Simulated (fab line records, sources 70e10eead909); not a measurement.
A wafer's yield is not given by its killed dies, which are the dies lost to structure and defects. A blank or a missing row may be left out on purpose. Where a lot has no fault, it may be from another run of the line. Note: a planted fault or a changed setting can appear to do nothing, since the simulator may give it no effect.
fab line records :: flow nand_harc :: part 2 of 2: steps 21 to 26 of 26
record
  lots=5
  wafers=15
  last_day=33
route steps=1302 shown A_STAIRCASE@655
lots with no fault: from the same line, run without faults
start_h: start of the lot's first displayed wafer, in hours after the record's first day :: wait_h: how many hours have passed since the lot's step before this one :: " the same as in the row above :: L1.1+2: several wafers, shown together as one row :: - either no value or no given start :: * or withheld: withheld :: < > ~ a bound
route shown NAME@n: NAME is a module with steps in the file, n the number in the route of the first one :: usual: mean/standard deviation taken from wafers without a fault :: same: alike in all rows :: chamber/n: place in a boat :: sites: the reading at each site :: _std_site: the values' standard deviation :: _edge_site: inner sites' mean taken away from outer sites' mean :: radius_mm: for every site, how far away it sits from the centre of the wafer :: mask NAME#n: copy n :: behind: the last tool/chamber to shape the wafer :: hold: reason for holding the lot/hours on hold/outcome of the hold :: device: the n, p or np transistor that did not switch :: end of line: the tests these same wafers got at the end of their route :: where a step has no rows: the recipe by itself :: killed: the dies lost at the first sort to structure and to defects; this is not the yield of the wafer :: map: per-die view of a wafer (x killed, . not killed, _ where there is no die)
set.NAME: the setting as run; set.NAME@STEP: as run at that earlier step :: model.NAME: the simulator's own value behind a step, which no gauge read
a table for each step, a row for each wafer; lots at some steps of the route
services: from which hour (start_h, from the record's first day; less than 0 if before it) a tool's chamber was out of use, for how many hours, and why
## steps
# step NHARC_A_STAIRCASE_TRIM_20
# recipe
  time_s=211.2
  o2_flow_sccm=500
  ar_flow_sccm=0
  bias_w=0
  chemistry=O2
# usual
  drypump_motor_current_A=5.7/0.65
  oes_product_au=1.001/0.012
  rf_vpp_V=57.9/0.86
  showerhead_plenum_p_Torr=3.50/0.11
  throttle_valve_pct=17.036/0.009
lot.wafer: L079.2
tool: rie_diel-13
chamber: 3
start_h: 403.95
wait_h: 0.1
drypump_motor_current_A: 5.3
oes_product_au: 1.026
rf_hours_counter_h: 17
rf_vpp_V: 60.5
showerhead_plenum_p_Torr: 3.64
throttle_valve_pct: 17.036

lot.wafer: L079.1
tool: rie_diel-13
chamber: 1
start_h: 403.95
wait_h: 0.1
drypump_motor_current_A: 5.0
oes_product_au: 0.999
rf_hours_counter_h: 20
rf_vpp_V: 56.7
showerhead_plenum_p_Torr: 3.57
throttle_valve_pct: 17.048

lot.wafer: L079.5
tool: rie_diel-13
chamber: 0
start_h: 403.95
wait_h: 0.1
drypump_motor_current_A: 5.6
oes_product_au: 1.014
rf_hours_counter_h: -
rf_vpp_V: 57.2
showerhead_plenum_p_Torr: 3.51
throttle_valve_pct: 17.049

lot.wafer: L081.2
tool: rie_diel-09
chamber: 2
start_h: 434.49
wait_h: 0.1
drypump_motor_current_A: 6.5
oes_product_au: 1.002
rf_hours_counter_h: 27
rf_vpp_V: 57.8
showerhead_plenum_p_Torr: 3.42
throttle_valve_pct: 17.033

lot.wafer: L081.6
tool: rie_diel-09
chamber: 1
start_h: 434.49
wait_h: 0.1
drypump_motor_current_A: 6.5
oes_product_au: 1.021
rf_hours_counter_h: -
rf_vpp_V: 59.2
showerhead_plenum_p_Torr: 3.73
throttle_valve_pct: 17.025

lot.wafer: L081.5
tool: rie_diel-09
chamber: 2
start_h: 434.49
wait_h: 0.1
drypump_motor_current_A: 6.5
oes_product_au: 0.991
rf_hours_counter_h: -
rf_vpp_V: 57.3
showerhead_plenum_p_Torr: 3.42
throttle_valve_pct: 17.018

lot.wafer: L086.3
tool: rie_diel-11
chamber: 3
start_h: 468.46
wait_h: 0.1
drypump_motor_current_A: 4.8
oes_product_au: 0.977
rf_hours_counter_h: 7
rf_vpp_V: 57.3
showerhead_plenum_p_Torr: 3.30
throttle_valve_pct: 17.022

lot.wafer: L086.6
tool: rie_diel-11
chamber: 0
start_h: 468.46
wait_h: 0.1
drypump_motor_current_A: 5.1
oes_product_au: 0.989
rf_hours_counter_h: -
rf_vpp_V: 58.4
showerhead_plenum_p_Torr: 3.48
throttle_valve_pct: 17.041

lot.wafer: L086.5
tool: rie_diel-11
chamber: 1
start_h: 468.46
wait_h: 0.1
drypump_motor_current_A: 6.3
oes_product_au: 0.996
rf_hours_counter_h: -
rf_vpp_V: 57.3
showerhead_plenum_p_Torr: 3.42
throttle_valve_pct: 17.044

lot.wafer: L087.4
tool: rie_diel-13
chamber: 0
start_h: 503.68
wait_h: 0.1
drypump_motor_current_A: 5.6
oes_product_au: 0.991
rf_hours_counter_h: 49
rf_vpp_V: 58.1
showerhead_plenum_p_Torr: 3.49
throttle_valve_pct: 17.029

lot.wafer: L087.2
tool: rie_diel-13
chamber: 1
start_h: 503.68
wait_h: 0.1
drypump_motor_current_A: 5.0
oes_product_au: 1.002
rf_hours_counter_h: 48
rf_vpp_V: 59.4
showerhead_plenum_p_Torr: 3.56
throttle_valve_pct: 17.038

lot.wafer: L087.5
tool: rie_diel-13
chamber: 3
start_h: 503.68
wait_h: 0.1
drypump_motor_current_A: 5.3
oes_product_au: 1.020
rf_hours_counter_h: -
rf_vpp_V: 57.9
showerhead_plenum_p_Torr: 3.63
throttle_valve_pct: 17.029

lot.wafer: L094.2
tool: rie_diel-11
chamber: 3
start_h: 572.04
wait_h: 0.1
drypump_motor_current_A: 4.8
oes_product_au: 0.985
rf_hours_counter_h: 41
rf_vpp_V: 58.0
showerhead_plenum_p_Torr: 3.28
throttle_valve_pct: 17.022

lot.wafer: L094.6
tool: rie_diel-11
chamber: 0
start_h: 572.04
wait_h: 0.1
drypump_motor_current_A: 5.1
oes_product_au: 0.995
rf_hours_counter_h: -
rf_vpp_V: 58.8
showerhead_plenum_p_Torr: 3.46
throttle_valve_pct: 17.028

lot.wafer: L094.5
tool: rie_diel-11
chamber: 1
start_h: 572.04
wait_h: 0.1
drypump_motor_current_A: 6.3
oes_product_au: 0.990
rf_hours_counter_h: -
rf_vpp_V: 59.4
showerhead_plenum_p_Torr: 3.40
throttle_valve_pct: 17.042
# step NHARC_A_STAIRCASE_ETCH_21
# recipe
  target_depth_a=1000
  time_s=40.5
  ion_energy_ev=400
  c4f8_flow_sccm=20
  o2_flow_sccm=10
  ar_flow_sccm=withheld
  rf_w=600
  bias_w=1000
  chemistry=C4F8/O2
# usual
  oes_product_au=0.952/0.017
  rf_fwd_power_W=591.8/3
  rf_vpp_V=895/4.1
lot.wafer: L079.1
tool: rie_diel-13
chamber: 0
start_h: -
wait_h: -
oes_product_au: 0.933
rf_fwd_power_W: 591.3
rf_hours_counter_h: 17
rf_vpp_V: 895

lot.wafer: L079.2
tool: rie_diel-13
chamber: 1
start_h: -
wait_h: -
oes_product_au: 0.934
rf_fwd_power_W: 591.6
rf_hours_counter_h: 20
rf_vpp_V: 899

lot.wafer: L079.5
tool: rie_diel-13
chamber: 0
start_h: -
wait_h: -
oes_product_au: 0.938
rf_fwd_power_W: 590.2
rf_hours_counter_h: -
rf_vpp_V: 897

lot.wafer: L081.2
tool: rie_diel-09
chamber: 0
start_h: -
wait_h: -
oes_product_au: 0.964
rf_fwd_power_W: 597.0
rf_hours_counter_h: 32
rf_vpp_V: 895

lot.wafer: L081.6
tool: rie_diel-09
chamber: 0
start_h: -
wait_h: -
oes_product_au: 0.962
rf_fwd_power_W: 596.3
rf_hours_counter_h: -
rf_vpp_V: 892

lot.wafer: L081.5
tool: rie_diel-09
chamber: 1
start_h: -
wait_h: -
oes_product_au: 0.965
rf_fwd_power_W: 593.4
rf_hours_counter_h: -
rf_vpp_V: 903

lot.wafer: L086.3
tool: rie_diel-11
chamber: 2
start_h: -
wait_h: -
oes_product_au: 0.924
rf_fwd_power_W: 588.9
rf_hours_counter_h: 6
rf_vpp_V: 896

lot.wafer: L086.6
tool: rie_diel-11
chamber: 0
start_h: -
wait_h: -
oes_product_au: 0.917
rf_fwd_power_W: 592.1
rf_hours_counter_h: -
rf_vpp_V: 894

lot.wafer: L086.5
tool: rie_diel-11
chamber: 1
start_h: -
wait_h: -
oes_product_au: 0.924
rf_fwd_power_W: 591.5
rf_hours_counter_h: -
rf_vpp_V: 892

lot.wafer: L087.2
tool: rie_diel-13
chamber: 1
start_h: -
wait_h: -
oes_product_au: 0.963
rf_fwd_power_W: 586.8
rf_hours_counter_h: 48
rf_vpp_V: 897

lot.wafer: L087.4
tool: rie_diel-13
chamber: 2
start_h: -
wait_h: -
oes_product_au: 0.973
rf_fwd_power_W: 593.2
rf_hours_counter_h: 46
rf_vpp_V: 898

lot.wafer: L087.5
tool: rie_diel-13
chamber: 3
start_h: -
wait_h: -
oes_product_au: 0.972
rf_fwd_power_W: 589.4
rf_hours_counter_h: -
rf_vpp_V: 899

lot.wafer: L094.2
tool: rie_diel-11
chamber: 2
start_h: -
wait_h: -
oes_product_au: 0.981
rf_fwd_power_W: 591.7
rf_hours_counter_h: 45
rf_vpp_V: 896

lot.wafer: L094.6
tool: rie_diel-11
chamber: 1
start_h: -
wait_h: -
oes_product_au: 0.960
rf_fwd_power_W: 589.7
rf_hours_counter_h: -
rf_vpp_V: 892

lot.wafer: L094.5
tool: rie_diel-11
chamber: 2
start_h: -
wait_h: -
oes_product_au: 0.978
rf_fwd_power_W: 588.4
rf_hours_counter_h: -
rf_vpp_V: 896
# step NHARC_A_STAIRCASE_TRIM_22
# recipe
  time_s=211.2
  o2_flow_sccm=500
  ar_flow_sccm=0
  bias_w=0
  chemistry=O2
# usual
  drypump_motor_current_A=5.7/0.67
  oes_product_au=1.000/0.013
  rf_vpp_V=57.8/0.79
  showerhead_plenum_p_Torr=3.50/0.11
  throttle_valve_pct=17.036/0.0084
lot.wafer: L079.1
tool: rie_diel-13
chamber: 3
start_h: -
wait_h: -
drypump_motor_current_A: 5.3
oes_product_au: 1.013
rf_hours_counter_h: 17
rf_vpp_V: 59.5
showerhead_plenum_p_Torr: 3.64
throttle_valve_pct: 17.052

lot.wafer: L079.2
tool: rie_diel-13
chamber: 0
start_h: -
wait_h: -
drypump_motor_current_A: 5.6
oes_product_au: 1.012
rf_hours_counter_h: 17
rf_vpp_V: 57.6
showerhead_plenum_p_Torr: 3.51
throttle_valve_pct: 17.029

lot.wafer: L079.5
tool: rie_diel-13
chamber: 2
start_h: -
wait_h: -
drypump_motor_current_A: 6.4
oes_product_au: 0.998
rf_hours_counter_h: -
rf_vpp_V: 57.4
showerhead_plenum_p_Torr: 3.58
throttle_valve_pct: 17.039

lot.wafer: L081.2
tool: rie_diel-09
chamber: 1
start_h: -
wait_h: -
drypump_motor_current_A: 6.5
oes_product_au: 1.007
rf_hours_counter_h: 32
rf_vpp_V: 59.0
showerhead_plenum_p_Torr: 3.73
throttle_valve_pct: 17.042

lot.wafer: L081.5
tool: rie_diel-09
chamber: 3
start_h: -
wait_h: -
drypump_motor_current_A: 5.0
oes_product_au: 0.997
rf_hours_counter_h: -
rf_vpp_V: 57.3
showerhead_plenum_p_Torr: 3.41
throttle_valve_pct: 17.036

lot.wafer: L081.6
tool: rie_diel-09
chamber: 0
start_h: -
wait_h: -
drypump_motor_current_A: 5.2
oes_product_au: 1.000
rf_hours_counter_h: -
rf_vpp_V: 57.1
showerhead_plenum_p_Torr: 3.46
throttle_valve_pct: 17.023

lot.wafer: L086.3
tool: rie_diel-11
chamber: 3
start_h: -
wait_h: -
drypump_motor_current_A: 4.8
oes_product_au: 0.976
rf_hours_counter_h: 7
rf_vpp_V: 57.2
showerhead_plenum_p_Torr: 3.30
throttle_valve_pct: 17.041

lot.wafer: L086.6
tool: rie_diel-11
chamber: 3
start_h: -
wait_h: -
drypump_motor_current_A: 4.8
oes_product_au: 0.976
rf_hours_counter_h: -
rf_vpp_V: 58.4
showerhead_plenum_p_Torr: 3.30
throttle_valve_pct: 17.041

lot.wafer: L086.5
tool: rie_diel-11
chamber: 0
start_h: -
wait_h: -
drypump_motor_current_A: 5.1
oes_product_au: 0.989
rf_hours_counter_h: -
rf_vpp_V: 57.6
showerhead_plenum_p_Torr: 3.48
throttle_valve_pct: 17.048

lot.wafer: L087.4
tool: rie_diel-13
chamber: 1
start_h: -
wait_h: -
drypump_motor_current_A: 5.0
oes_product_au: 0.996
rf_hours_counter_h: 48
rf_vpp_V: 58.3
showerhead_plenum_p_Torr: 3.56
throttle_valve_pct: 17.028

lot.wafer: L087.2
tool: rie_diel-13
chamber: 2
start_h: -
wait_h: -
drypump_motor_current_A: 6.3
oes_product_au: 1.007
rf_hours_counter_h: 46
rf_vpp_V: 58.7
showerhead_plenum_p_Torr: 3.56
throttle_valve_pct: 17.038

lot.wafer: L087.5
tool: rie_diel-13
chamber: 2
start_h: -
wait_h: -
drypump_motor_current_A: 6.3
oes_product_au: 1.014
rf_hours_counter_h: -
rf_vpp_V: 57.6
showerhead_plenum_p_Torr: 3.56
throttle_valve_pct: 17.020

lot.wafer: L094.2
tool: rie_diel-11
chamber: 3
start_h: -
wait_h: -
drypump_motor_current_A: 4.8
oes_product_au: 0.988
rf_hours_counter_h: 41
rf_vpp_V: 57.7
showerhead_plenum_p_Torr: 3.28
throttle_valve_pct: 17.030

lot.wafer: L094.6
tool: rie_diel-11
chamber: 2
start_h: -
wait_h: -
drypump_motor_current_A: 6.5
oes_product_au: 1.014
rf_hours_counter_h: -
rf_vpp_V: 58.1
showerhead_plenum_p_Torr: 3.50
throttle_valve_pct: 17.047

lot.wafer: L094.5
tool: rie_diel-11
chamber: 3
start_h: -
wait_h: -
drypump_motor_current_A: 4.8
oes_product_au: 0.998
rf_hours_counter_h: -
rf_vpp_V: 57.2
showerhead_plenum_p_Torr: 3.28
throttle_valve_pct: 17.029
# step NHARC_A_STAIRCASE_ETCH_23
# recipe
  target_depth_a=1000
  time_s=40.5
  ion_energy_ev=400
  c4f8_flow_sccm=20
  o2_flow_sccm=10
  ar_flow_sccm=withheld
  rf_w=600
  bias_w=1000
  chemistry=C4F8/O2
# usual
  oes_product_au=0.946/0.015
  rf_fwd_power_W=592.1/2.8
  rf_vpp_V=895/4.1
lot.wafer: L079.1
tool: rie_diel-13
chamber: 2
start_h: -
wait_h: -
oes_product_au: 0.939
rf_fwd_power_W: 592.0
rf_hours_counter_h: 20
rf_vpp_V: 896

lot.wafer: L079.2
tool: rie_diel-13
chamber: 3
start_h: -
wait_h: -
oes_product_au: 0.946
rf_fwd_power_W: 589.9
rf_hours_counter_h: 17
rf_vpp_V: 901

lot.wafer: L079.5
tool: rie_diel-13
chamber: 0
start_h: -
wait_h: -
oes_product_au: 0.940
rf_fwd_power_W: 590.0
rf_hours_counter_h: -
rf_vpp_V: 895

lot.wafer: L081.2
tool: rie_diel-09
chamber: 1
start_h: -
wait_h: -
oes_product_au: 0.960
rf_fwd_power_W: 591.3
rf_hours_counter_h: 32
rf_vpp_V: 903

lot.wafer: L081.6
tool: rie_diel-09
chamber: 1
start_h: -
wait_h: -
oes_product_au: 0.964
rf_fwd_power_W: 588.7
rf_hours_counter_h: -
rf_vpp_V: 903

lot.wafer: L081.5
tool: rie_diel-09
chamber: 2
start_h: -
wait_h: -
oes_product_au: 0.938
rf_fwd_power_W: 593.5
rf_hours_counter_h: -
rf_vpp_V: 892

lot.wafer: L086.3
tool: rie_diel-11
chamber: 2
start_h: -
wait_h: -
oes_product_au: 0.945
rf_fwd_power_W: 588.1
rf_hours_counter_h: 6
rf_vpp_V: 896

lot.wafer: L086.5
tool: rie_diel-11
chamber: 1
start_h: -
wait_h: -
oes_product_au: 0.941
rf_fwd_power_W: 592.7
rf_hours_counter_h: -
rf_vpp_V: 892

lot.wafer: L086.6
tool: rie_diel-11
chamber: 2
start_h: -
wait_h: -
oes_product_au: 0.936
rf_fwd_power_W: 585.7
rf_hours_counter_h: -
rf_vpp_V: 897

lot.wafer: L087.4
tool: rie_diel-13
chamber: 2
start_h: -
wait_h: -
oes_product_au: 0.947
rf_fwd_power_W: 593.1
rf_hours_counter_h: 46
rf_vpp_V: 898

lot.wafer: L087.2
tool: rie_diel-13
chamber: 3
start_h: -
wait_h: -
oes_product_au: 0.950
rf_fwd_power_W: 589.3
rf_hours_counter_h: 47
rf_vpp_V: 900

lot.wafer: L087.5
tool: rie_diel-13
chamber: 2
start_h: -
wait_h: -
oes_product_au: 0.945
rf_fwd_power_W: 592.3
rf_hours_counter_h: -
rf_vpp_V: 897

lot.wafer: L094.2
tool: rie_diel-11
chamber: 3
start_h: -
wait_h: -
oes_product_au: 0.934
rf_fwd_power_W: 593.0
rf_hours_counter_h: 41
rf_vpp_V: 887

lot.wafer: L094.6
tool: rie_diel-11
chamber: 3
start_h: -
wait_h: -
oes_product_au: 0.941
rf_fwd_power_W: 593.9
rf_hours_counter_h: -
rf_vpp_V: 886

lot.wafer: L094.5
tool: rie_diel-11
chamber: 0
start_h: -
wait_h: -
oes_product_au: 0.939
rf_fwd_power_W: 592.6
rf_hours_counter_h: -
rf_vpp_V: 893
# step NHARC_A_STAIRCASE_TRIM_24
# recipe
  time_s=211.2
  o2_flow_sccm=500
  ar_flow_sccm=0
  bias_w=0
  chemistry=O2
# usual
  drypump_motor_current_A=5.7/0.66
  oes_product_au=1.001/0.012
  rf_vpp_V=57.8/0.75
  showerhead_plenum_p_Torr=3.50/0.11
  throttle_valve_pct=17.035/0.0084
lot.wafer: L079.2
tool: rie_diel-13
chamber: 2
start_h: -
wait_h: -
drypump_motor_current_A: 6.4
oes_product_au: 1.014
rf_hours_counter_h: 20
rf_vpp_V: 57.3
showerhead_plenum_p_Torr: 3.58
throttle_valve_pct: 17.043

lot.wafer: L079.1
tool: rie_diel-13
chamber: 0
start_h: -
wait_h: -
drypump_motor_current_A: 5.6
oes_product_au: 1.000
rf_hours_counter_h: 17
rf_vpp_V: 57.6
showerhead_plenum_p_Torr: 3.51
throttle_valve_pct: 17.033

lot.wafer: L079.5
tool: rie_diel-13
chamber: 2
start_h: -
wait_h: -
drypump_motor_current_A: 6.3
oes_product_au: 1.003
rf_hours_counter_h: -
rf_vpp_V: 58.0
showerhead_plenum_p_Torr: 3.58
throttle_valve_pct: 17.043

lot.wafer: L081.2
tool: rie_diel-09
chamber: 2
start_h: -
wait_h: -
drypump_motor_current_A: 6.5
oes_product_au: 0.992
rf_hours_counter_h: 27
rf_vpp_V: 56.4
showerhead_plenum_p_Torr: 3.42
throttle_valve_pct: 17.026

lot.wafer: L081.6
tool: rie_diel-09
chamber: 2
start_h: -
wait_h: -
drypump_motor_current_A: 6.5
oes_product_au: 0.999
rf_hours_counter_h: -
rf_vpp_V: 57.7
showerhead_plenum_p_Torr: 3.42
throttle_valve_pct: 17.024

lot.wafer: L081.5
tool: rie_diel-09
chamber: 3
start_h: -
wait_h: -
drypump_motor_current_A: 5.0
oes_product_au: 0.986
rf_hours_counter_h: -
rf_vpp_V: 57.1
showerhead_plenum_p_Torr: 3.41
throttle_valve_pct: 17.039

lot.wafer: L086.3
tool: rie_diel-11
chamber: 1
start_h: -
wait_h: -
drypump_motor_current_A: 6.3
oes_product_au: 0.997
rf_hours_counter_h: 7
rf_vpp_V: 57.1
showerhead_plenum_p_Torr: 3.42
throttle_valve_pct: 17.031

lot.wafer: L086.5
tool: rie_diel-11
chamber: 2
start_h: -
wait_h: -
drypump_motor_current_A: 6.5
oes_product_au: 0.996
rf_hours_counter_h: -
rf_vpp_V: 58.1
showerhead_plenum_p_Torr: 3.52
throttle_valve_pct: 17.048

lot.wafer: L086.6
tool: rie_diel-11
chamber: 3
start_h: -
wait_h: -
drypump_motor_current_A: 4.8
oes_product_au: 0.976
rf_hours_counter_h: -
rf_vpp_V: 57.7
showerhead_plenum_p_Torr: 3.30
throttle_valve_pct: 17.043

lot.wafer: L087.4
tool: rie_diel-13
chamber: 0
start_h: -
wait_h: -
drypump_motor_current_A: 5.6
oes_product_au: 0.979
rf_hours_counter_h: 49
rf_vpp_V: 58.3
showerhead_plenum_p_Torr: 3.49
throttle_valve_pct: 17.037

lot.wafer: L087.2
tool: rie_diel-13
chamber: 2
start_h: -
wait_h: -
drypump_motor_current_A: 6.4
oes_product_au: 0.994
rf_hours_counter_h: 46
rf_vpp_V: 57.9
showerhead_plenum_p_Torr: 3.56
throttle_valve_pct: 17.038

lot.wafer: L087.5
tool: rie_diel-13
chamber: 1
start_h: -
wait_h: -
drypump_motor_current_A: 5.0
oes_product_au: 0.984
rf_hours_counter_h: -
rf_vpp_V: 58.1
showerhead_plenum_p_Torr: 3.56
throttle_valve_pct: 17.020

lot.wafer: L094.2
tool: rie_diel-11
chamber: 0
start_h: -
wait_h: -
drypump_motor_current_A: 5.1
oes_product_au: 0.991
rf_hours_counter_h: 51
rf_vpp_V: 57.0
showerhead_plenum_p_Torr: 3.46
throttle_valve_pct: 17.037

lot.wafer: L094.6
tool: rie_diel-11
chamber: 1
start_h: -
wait_h: -
drypump_motor_current_A: 6.3
oes_product_au: 0.993
rf_hours_counter_h: -
rf_vpp_V: 57.3
showerhead_plenum_p_Torr: 3.40
throttle_valve_pct: 17.041

lot.wafer: L094.5
tool: rie_diel-11
chamber: 2
start_h: -
wait_h: -
drypump_motor_current_A: 6.5
oes_product_au: 1.005
rf_hours_counter_h: -
rf_vpp_V: 58.3
showerhead_plenum_p_Torr: 3.50
throttle_valve_pct: 17.032
# step NHARC_A_STAIRCASE_ETCH_25
# recipe
  target_depth_a=1000
  time_s=40.5
  ion_energy_ev=400
  c4f8_flow_sccm=20
  o2_flow_sccm=10
  ar_flow_sccm=withheld
  rf_w=600
  bias_w=1000
  chemistry=C4F8/O2
# usual
  oes_product_au=0.945/0.013
  rf_fwd_power_W=592/3
  rf_vpp_V=895/4
lot.wafer: L079.2
tool: rie_diel-13
chamber: 2
start_h: -
wait_h: -
oes_product_au: 0.933
rf_fwd_power_W: 596
rf_hours_counter_h: 20
rf_vpp_V: 896

lot.wafer: L079.1
tool: rie_diel-13
chamber: 0
start_h: -
wait_h: -
oes_product_au: 0.951
rf_fwd_power_W: 592
rf_hours_counter_h: 17
rf_vpp_V: 895

lot.wafer: L079.5
tool: rie_diel-13
chamber: 1
start_h: -
wait_h: -
oes_product_au: 0.944
rf_fwd_power_W: 589
rf_hours_counter_h: -
rf_vpp_V: 899

lot.wafer: L081.2
tool: rie_diel-09
chamber: 0
start_h: -
wait_h: -
oes_product_au: 0.952
rf_fwd_power_W: 596
rf_hours_counter_h: 32
rf_vpp_V: 894

lot.wafer: L081.6
tool: rie_diel-09
chamber: 3
start_h: -
wait_h: -
oes_product_au: 0.933
rf_fwd_power_W: 592
rf_hours_counter_h: -
rf_vpp_V: 891

lot.wafer: L081.5
tool: rie_diel-09
chamber: 0
start_h: -
wait_h: -
oes_product_au: 0.951
rf_fwd_power_W: 597
rf_hours_counter_h: -
rf_vpp_V: 893

lot.wafer: L086.3
tool: rie_diel-11
chamber: 3
start_h: -
wait_h: -
oes_product_au: 0.914
rf_fwd_power_W: 591
rf_hours_counter_h: 7
rf_vpp_V: 888

lot.wafer: L086.6
tool: rie_diel-11
chamber: 2
start_h: -
wait_h: -
oes_product_au: 0.943
rf_fwd_power_W: 589
rf_hours_counter_h: -
rf_vpp_V: 895

lot.wafer: L086.5
tool: rie_diel-11
chamber: 3
start_h: -
wait_h: -
oes_product_au: 0.914
rf_fwd_power_W: 592
rf_hours_counter_h: -
rf_vpp_V: 888

lot.wafer: L087.4
tool: rie_diel-13
chamber: 3
start_h: -
wait_h: -
oes_product_au: 0.965
rf_fwd_power_W: 589
rf_hours_counter_h: 47
rf_vpp_V: 900

lot.wafer: L087.2
tool: rie_diel-13
chamber: 1
start_h: -
wait_h: -
oes_product_au: 0.921
rf_fwd_power_W: 589
rf_hours_counter_h: 49
rf_vpp_V: 897

lot.wafer: L087.5
tool: rie_diel-13
chamber: 3
start_h: -
wait_h: -
oes_product_au: 0.944
rf_fwd_power_W: 589
rf_hours_counter_h: -
rf_vpp_V: 900

lot.wafer: L094.2
tool: rie_diel-11
chamber: 2
start_h: -
wait_h: -
oes_product_au: 0.941
rf_fwd_power_W: 586
rf_hours_counter_h: 45
rf_vpp_V: 894

lot.wafer: L094.5
tool: rie_diel-11
chamber: 1
start_h: -
wait_h: -
oes_product_au: 0.943
rf_fwd_power_W: 596
rf_hours_counter_h: -
rf_vpp_V: 892

lot.wafer: L094.6
tool: rie_diel-11
chamber: 2
start_h: -
wait_h: -
oes_product_au: 0.940
rf_fwd_power_W: 589
rf_hours_counter_h: -
rf_vpp_V: 895
## services
tool: krf_scanner-01
chamber: -
start_h: 383.86
hours: 3.5
kind: repair

tool: rie_diel-09
chamber: 2
start_h: 392.13
hours: 13.0
kind: repair

tool: krf_scanner-03
chamber: -
start_h: 400.07
hours: 4.0
kind: pm

tool: wet_bench-04
chamber: -
start_h: 403.20
hours: 8.0
kind: pm

tool: krf_scanner-01
chamber: -
start_h: 408.30
hours: 0.7
kind: repair

tool: krf_scanner-01
chamber: -
start_h: 410.96
hours: 2.1
kind: repair

tool: krf_scanner-04
chamber: -
start_h: 419.14
hours: 17.9
kind: repair

tool: wet_bench-02
chamber: -
start_h: 420.00
hours: 8.0
kind: pm

tool: litho_track-07
chamber: -
start_h: 426.00
hours: 7.0
kind: pm

tool: rie_diel-11
chamber: -
start_h: 433.52
hours: 9.0
kind: pm

tool: wet_bench-05
chamber: -
start_h: 436.87
hours: 8.0
kind: pm

tool: litho_track-03
chamber: -
start_h: 450.00
hours: 7.0
kind: pm

tool: rie_diel-13
chamber: 2
start_h: 458.66
hours: 13.8
kind: repair

tool: litho_track-05
chamber: -
start_h: 474.00
hours: 7.0
kind: pm

tool: wet_bench-02
chamber: -
start_h: 479.47
hours: 1.9
kind: repair

tool: wet_bench-02
chamber: -
start_h: 482.54
hours: 1.2
kind: repair

tool: krf_scanner-01
chamber: -
start_h: 484.00
hours: 4.0
kind: pm

tool: rie_diel-09
chamber: 3
start_h: 489.26
hours: 9.1
kind: repair

tool: krf_scanner-03
chamber: -
start_h: 496.95
hours: 5.9
kind: repair

tool: rie_diel-09
chamber: -
start_h: 497.16
hours: 9.0
kind: pm

tool: rie_diel-11
chamber: 1
start_h: 505.11
hours: 6.3
kind: repair

tool: rie_diel-11
chamber: 3
start_h: 508.59
hours: 2.6
kind: repair

tool: rie_diel-13
chamber: -
start_h: 520.04
hours: 9.0
kind: pm

tool: krf_scanner-03
chamber: -
start_h: 572.07
hours: 4.0
kind: pm
